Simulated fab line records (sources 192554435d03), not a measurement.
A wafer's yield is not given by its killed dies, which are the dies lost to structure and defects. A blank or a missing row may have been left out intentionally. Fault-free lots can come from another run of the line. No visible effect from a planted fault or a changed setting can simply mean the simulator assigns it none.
Split-lot experiment    flow n5Finfet    39 wafers read across 7 lots, on a route 1938 steps long

ABOUT THE SPLIT
At N5_DUMMY_GATE_EXPOSE_12 (exposes mask GATE, target cd 25 nm), the setting doseMj was moved away from the recipe's 34 on 15 of the 39 wafers read, by -7.2% to +2.6%. All remaining wafers had this setting at the recipe value.

FROM THE SPLIT TO THE READING: what the file shows between them, 9 steps
- N5_DUMMY_GATE_PEB_13: peb time 60 s
- N5_DUMMY_GATE_DEVELOP_14: develop time 30 s
- N5_DUMMY_GATE_STRIP_38: strips in N2/H2
- N5_DUMMY_GATE_STRIP_39: strips in N2/H2
- N5_DUMMY_GATE_TRIM_49: chemistry O2, time 29 s, target cd 14 nm
- N5_DUMMY_GATE_STRIP_40: strips in CF4
- N5_DUMMY_GATE_ETCH_32: etches SiO2 in CF4, target depth 3.5 nm, time 3.9 s
- N5_DUMMY_GATE_ETCH_23: etches poly-Si in HBr/Cl2/O2, target depth 41 nm, time 22.3 s
- N5_DUMMY_GATE_ETCH_44: etches poly-Si in HBr/O2, stops on SiO2, target depth 127.5 nm

THE READING
DUMMY_GATE.cdNm (the simulator's own value, which no gauge read), in nm, at N5_DUMMY_GATE_ETCH_42 (etches SiO2 in CHF3/O2, target depth 3.5 nm, time 31 s). No usual value for it is given in the file. Average 15.0 nm, standard deviation 0.27 nm, over the 24 wafers here run with the recipe.

wafer   tool, chamber at the split  doseMj as run  against the recipe  DUMMY_GATE.cdNm, nm  against lot-mates on the recipe
L074.1  euvScanner-01, 0            34             recipe              14.8                 -
L074.2  euvScanner-01, 0            34             recipe              15.4                 -
L074.3  euvScanner-01, 0            32.07          -5.7%               16.2                 +1.1
L074.4  euvScanner-01, 0            32.07          -5.7%               15.8                 +0.7
L074.6  euvScanner-01, 0            32.07          -5.7%               15.8                 +0.7
L074.5  euvScanner-01, 0            34             recipe              15                   -
L077.1  euvScanner-02, 0            31.55          -7.2%               15.8                 +1.0
L077.2  euvScanner-02, 0            34             recipe              14.8                 -
L077.3  euvScanner-02, 0            31.55          -7.2%               16.2                 +1.4
L077.4  euvScanner-02, 0            34             recipe              15                   -
L077.5  euvScanner-02, 0            31.55          -7.2%               16                   +1.2
L077.6  euvScanner-02, 0            34             recipe              14.6                 -
L080.1  euvScanner-02, 0            34             recipe              15                   -
L080.2  euvScanner-02, 0            34             recipe              15                   -
L080.3  euvScanner-02, 0            34.9           +2.6%               14.4                 -0.5
L080.4  euvScanner-02, 0            34.9           +2.6%               14.6                 -0.3
L080.5  euvScanner-02, 0            34.9           +2.6%               14.6                 -0.3
L080.6  euvScanner-02, 0            34             recipe              14.8                 -
L081.1  euvScanner-01, 0            34             recipe              15.6                 -
L081.2  euvScanner-01, 0            32.95          -3.1%               15.8                 +0.3
L081.3  euvScanner-01, 0            32.95          -3.1%               15.6                 +0.1
L081.4  euvScanner-01, 0            32.95          -3.1%               16                   +0.5
L081.5  euvScanner-01, 0            34             recipe              15.4                 -
L081.6  euvScanner-01, 0            34             recipe              15.4                 -
L082.1  euvScanner-01, 0            34.87          +2.6%               14.6                 -0.5
L082.2  euvScanner-01, 0            34.87          +2.6%               14.6                 -0.5
L082.3  euvScanner-01, 0            34             recipe              15.2                 -
L082.4  euvScanner-01, 0            34.87          +2.6%               14.6                 -0.5
L082.5  euvScanner-01, 0            34             recipe              14.8                 -
L082.6  euvScanner-01, 0            34             recipe              15.2                 -
L087.1  euvScanner-01, 0            34             recipe              15.4                 -
L087.2  euvScanner-01, 0            34             recipe              14.8                 -
L087.3  euvScanner-01, 0            34             recipe              14.8                 -
L087.6  euvScanner-01, 0            34             recipe              14.8                 -
L087.4  euvScanner-01, 0            34             recipe              15                   -
L087.5  euvScanner-01, 0            34             recipe              15.2                 -
L097.3  euvScanner-02, 0            34             recipe              14.8                 -
L097.4  euvScanner-02, 0            34             recipe              15.2                 -
L097.6  euvScanner-02, 0            34             recipe              14.6                 -

THE FIT
A straight line over all 39 wafers: DUMMY_GATE.cdNm changes by -0.158 nm for each +1% of doseMj; r = -0.87; the points scatter about the line by 0.26 nm.
The same after taking each lot's own level away (the mean of its wafers on the recipe; 39 wafers): -0.158 nm for each +1%; r = -0.92; scatter 0.19 nm.
Per that fit: largest doseMj move, reading shift of 1.1 nm.
Measured against the standard deviation above, the lots' own levels, which go from 14.80 to 15.47 nm, span 2.4 times it.
So the lot-to-lot level changes the slope little: the two slopes agree.
Check: for one of the wafers moved furthest among these (-7.2%), held out of the fit, the line's prediction against its lot-mates is +1.15 nm. It came out at +1 nm against them.

FURTHER SPLITS ON THESE WAFERS
Before the reading, these wafers also passed through other splits. Each is held against what the fit with the lots' levels taken away leaves over:
other split on the same wafers  wafers away from the commonest value  r with DUMMY_GATE.cdNm (lot level and that fit taken away)
N5_WELL_APT_EXPOSE_22 doseMj    9                                     +0.00
N5_WELL_APT_EPI_41 targetThkA   15                                    -0.14

THE WHOLE CHAIN: every reading that the file lists as answering this split, in the file's order
step                   what it does                                                    reading                                                           change (the file's fit)                r (the file's)
N5_DUMMY_GATE_TRIM_49  chemistry O2, time 29 s, target cd 14 nm                        DUMMY_GATE.cdNm (the simulator's own value, which no gauge read)  -0.17 nm for each +1% of the setting   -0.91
N5_DUMMY_GATE_ETCH_44  etches poly-Si in HBr/O2, stops on SiO2, target depth 127.5 nm  DUMMY_GATE.cdNm (the simulator's own value, which no gauge read)  -0.154 nm for each +1% of the setting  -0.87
N5_DUMMY_GATE_ETCH_42  etches SiO2 in CHF3/O2, target depth 3.5 nm, time 31 s          DUMMY_GATE.cdNm (the simulator's own value, which no gauge read)  -0.157 nm for each +1% of the setting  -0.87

FILE'S OWN FIT
DUMMY_GATE.cdNm changes by -0.157 nm for each +1% of doseMj, r = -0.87.
